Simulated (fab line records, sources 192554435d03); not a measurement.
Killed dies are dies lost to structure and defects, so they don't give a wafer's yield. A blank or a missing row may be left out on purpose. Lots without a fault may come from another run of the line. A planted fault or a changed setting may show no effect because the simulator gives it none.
Chamber matching | flow n5_finfet | N5_MOL_CONTACT_COAG_ALD_123 on ald_sin-04: 4 sister chambers
The step deposits SiNx, target thk 5 nm, pulse time 1 s, purge time 2 s. 8 wafers are shown with their chamber, then 7 later ones without.

WAFERS WITH THEIR CHAMBER
wafer  | chamber | heater_power_w (W) | precursor_pulse_height_rel
L076.2 | 0       | 793                | 0.988
L085.2 | 0       | 808                | 1.006
L085.5 | 1       | 823                | 1.016
L090.1 | 2       | 758                | 1.001
L090.3 | 1       | 815                | 1.014
L090.5 | 3       | 901                | 0.995
L094.3 | 2       | 766                | 0.977
L094.4 | 3       | 896                | 0.976

WAFERS WITHOUT THEIR CHAMBER
wafer  | heater_power_w (W) | precursor_pulse_height_rel
L094.6 | 832                | 0.979
L095.2 | 780                | 0.998
L095.5 | 760                | 1.030
L095.6 | 919                | 0.966
L097.2 | 898                | 1.018
L097.4 | 804                | 1.002
L097.6 | 906                | 1.014

WHICH CHAMBER EACH WENT THROUGH
wafer  | from the rows above     | in truth
L094.6 | can't be placed: 1 or 0 | 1
L095.2 | can't be placed: 2 or 0 | 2
L095.5 | 2                       | 2
L095.6 | 3                       | 3
L097.2 | 3                       | 3
L097.4 | can't be placed: 0 or 1 | 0
L097.6 | 3                       | 3
Placed correctly: 4 of 7. Can't be placed from these rows: 3 (the true chamber is among the candidates in 3). Placed wrongly: 0.
How it was worked out, from the rows above alone: a wafer's distance from a chamber is the root of the sum, over the readings, of the square of ((its reading less the chamber's mean) divided by the reading's scatter). The wafer belongs to the nearest chamber; if the next one is less than 2 further off, it can't be placed. A chamber's mean is the mean of its shown wafers. The scatter: the root of (the sum of the squares of (reading less its chamber's mean) over the shown wafers, divided by (wafers less chambers)).
